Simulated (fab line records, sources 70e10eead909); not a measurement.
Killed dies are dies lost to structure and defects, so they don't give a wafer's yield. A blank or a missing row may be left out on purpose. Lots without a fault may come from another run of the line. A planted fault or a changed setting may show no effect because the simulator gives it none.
Which tool did it? | flow nand_harc | 24 lots, 72 wafers sampled, at 2 steps of a route of 1302

WHAT THE GAUGES READ, wafer by wafer
NHARC_A_SLIT_OVL_MEAS_10. Usual: overlay_x_nm -0.1 nm, standard deviation 0.6; overlay_y_nm 0.1 nm, standard deviation 0.77.
lot  | measured     | on         | overlay_x_nm (nm) | overlay_y_nm (nm) | flag
L075 | day 19 15:09 | overlay-01 | -0.6 -0.6 -0.3    | 0.2 0.5 0.4       |
L074 | day 20 08:08 | overlay-01 | 0.4 0.6 0.6       | 2.0 1.5 1.4       |
L077 | day 20 19:13 | overlay-02 | -0.4 0.1 -0.4     | 0.2 -0.2 0.5      |
L076 | day 21 01:41 | overlay-01 | 0.2 0.8 0.5       | -0.8 -1.7 -0.9    |
L079 | day 21 02:11 | overlay-02 | -0.8 -0.4 -0.1    | -0.6 -0.8 -1.0    |
L078 | day 20 22:56 | overlay-02 | -0.1 0.3 0.0      | 0.5 0.0 0.0       |
L080 | day 21 23:29 | overlay-02 | 1.4 0.9 0.9       | -0.2 -0.3 -0.2    |
L082 | day 23 02:17 | overlay-01 | -1.1 -0.6 -0.7    | -1.4 -1.0 -0.4    |
L081 | day 23 04:00 | overlay-02 | 0.9 0.1 0.3       | -0.6 0.1 -0.1     |
L083 | day 23 18:41 | overlay-02 | -0.4 0.1 0.0      | 0.1 0.4 0.2       |
L084 | day 24 08:58 | overlay-02 | 0.6 1.5 0.6       | 0.9 1.1 0.4       |
L085 | day 24 16:09 | overlay-01 | 0.9 0.7 0.4       | 0.0 0.4 -0.4      |
L086 | day 24 16:00 | overlay-02 | -0.6 -0.5 -0.5    | 1.1 0.6 1.1       |
L087 | day 24 19:53 | overlay-01 | -0.2 0.6 0.8      | 1.0 1.0 1.1       |
L089 | day 25 07:10 | overlay-02 | -0.8 -0.9 -0.4    | 0.8 0.5 1.0       |
L088 | day 25 07:31 | overlay-01 | 0.3 -0.1 0.2      | 0.1 0.3 0.1       |
L091 | day 27 00:40 | overlay-02 | -0.6 -0.4 -0.9    | 0.3 0.4 0.5       |
L090 | day 27 04:34 | overlay-01 | -0.2 0.4 -0.2     | -1.1 -0.9 -1.2    |
L092 | day 27 08:17 | overlay-01 | -0.4 0.4 -0.6     | -0.4 -0.6 -0.2    |
L093 | day 27 18:43 | overlay-01 | -0.4 -1.1 -0.3    | -0.4 -0.7 -0.5    |
L094 | day 28 08:29 | overlay-02 | -0.4 -0.7 -0.2    | 0.0 -0.8 -0.4     |
L095 | day 28 08:13 | overlay-01 | -0.6 -0.6 -0.9    | 0.8 1.3 1.0       |
L096 | day 28 21:56 | overlay-02 | -0.9 -0.8 -1.4    | -0.1 -0.7 -0.2    |
L097 | day 29 15:02 | overlay-01 | -0.9 0.2 -0.3     | 0.9 1.1 1.1       |

WHICH TOOL RAN EACH LOT (tool, then ch and the chambers of the sampled wafers, then the start)
lot  | NHARC_A_STAIRCASE_CMP_450
L075 | cmp-01 ch 1,2, day 19 01:28
L074 | cmp-02 ch 2,3, day 19 17:19
L077 | cmp-01 ch 0,2,3, day 20 02:19
L076 | cmp-04 ch 0,2,3, day 20 08:03
L079 | cmp-01 ch 1,2,3, day 20 08:22
L078 | cmp-01 ch 2,3, day 20 09:11
L080 | cmp-04 ch 0,2, day 21 06:04
L082 | cmp-01 ch 0,2,3, day 22 10:54
L081 | cmp-04 ch 0,1, day 22 11:11
L083 | cmp-04 ch 0,3, day 23 03:16
L084 | cmp-04 ch 1,2,3, day 23 17:05
L085 | cmp-04 ch 1,2,3, day 24 00:47
L086 | cmp-02 ch 1,2,3, day 24 04:20
L087 | cmp-02 ch 0,1,2, day 24 05:07
L089 | cmp-04 ch 2,3, day 24 16:34
L088 | cmp-02 ch 1,2,3, day 24 17:45
L091 | cmp-01 ch 0,1,2, day 26 04:59
L090 | cmp-02 ch 0,1,3, day 26 05:16
L092 | cmp-02 ch 1,3, day 26 12:08
L093 | cmp-04 ch 0,1,3, day 27 04:25
L094 | cmp-02 ch 0,1,2, day 27 16:10
L095 | cmp-04 ch 0,1,2, day 27 16:23
L096 | cmp-01 ch 0,1,3, day 28 05:04
L097 | cmp-01 ch 0,1,2, day 28 18:16
- NHARC_A_STAIRCASE_CMP_450: polishes SiO2, target thk 200 nm.

WHAT THE TOOLS THEMSELVES READ (means of the sampled wafers that have a number; where no wafer has one, the mark that the record gives instead)
NHARC_A_STAIRCASE_CMP_450. Usual: motor_current_A 11.9 A, standard deviation 1.7; slurry_filter_dp_kPa 13.51 kPa, standard deviation 0.14.
lot  | tool   | motor_current_A (A) | slurry_filter_dp_kPa (kPa) | flag
L075 | cmp-01 | 14.1                | 13.58                      |
L074 | cmp-02 | 12.5                | 13.51                      |
L077 | cmp-01 | 12.4                | 13.49                      |
L076 | cmp-04 | 11.6                | 13.45                      |
L079 | cmp-01 | 13.5                | 13.49                      |
L078 | cmp-01 | 13.5                | 13.44                      |
L080 | cmp-04 | 13.0                | 13.70                      |
L082 | cmp-01 | 13.0                | 13.52                      |
L081 | cmp-04 | 10.8                | 13.52                      |
L083 | cmp-04 | 12.1                | 13.57                      |
L084 | cmp-04 | 10.1                | 13.44                      |
L085 | cmp-04 | 10.1                | 13.50                      |
L086 | cmp-02 | 12.2                | 13.51                      |
L087 | cmp-02 | 11.8                | 13.62                      |
L089 | cmp-04 | 10.8                | 13.69                      |
L088 | cmp-02 | 11.9                | 13.38                      |
L091 | cmp-01 | 12.6                | 13.69                      |
L090 | cmp-02 | 11.1                | 13.60                      |
L092 | cmp-02 | 11.9                | 13.44                      |
L093 | cmp-04 | 11.4                | 13.55                      |
L094 | cmp-02 | 11.6                | 13.56                      |
L095 | cmp-04 | 11.6                | 13.69                      |
L096 | cmp-01 | 12.6                | 13.42                      |
L097 | cmp-01 | 12.6                | 13.53                      |

THE ANSWER, worked out from the rows above alone
Rule: a lot is off if the mean of its wafers that have a number lies more than 3 standard deviations from the usual mean. A lot without any number at a reading at which 4 lots or more have one is off too. The other lots that the step has rows for count as sound. The gauges are gone through in route order, then the tools' own readings, and for those a lot's mean is taken as printed above. The first step at which some lot is off is used, and at that step the reading that is off furthest; a lot without a number counts as furthest.
No lot is off at any reading shown: from this, nothing can be told.

WHAT THE SIMULATOR HAD PUT IN
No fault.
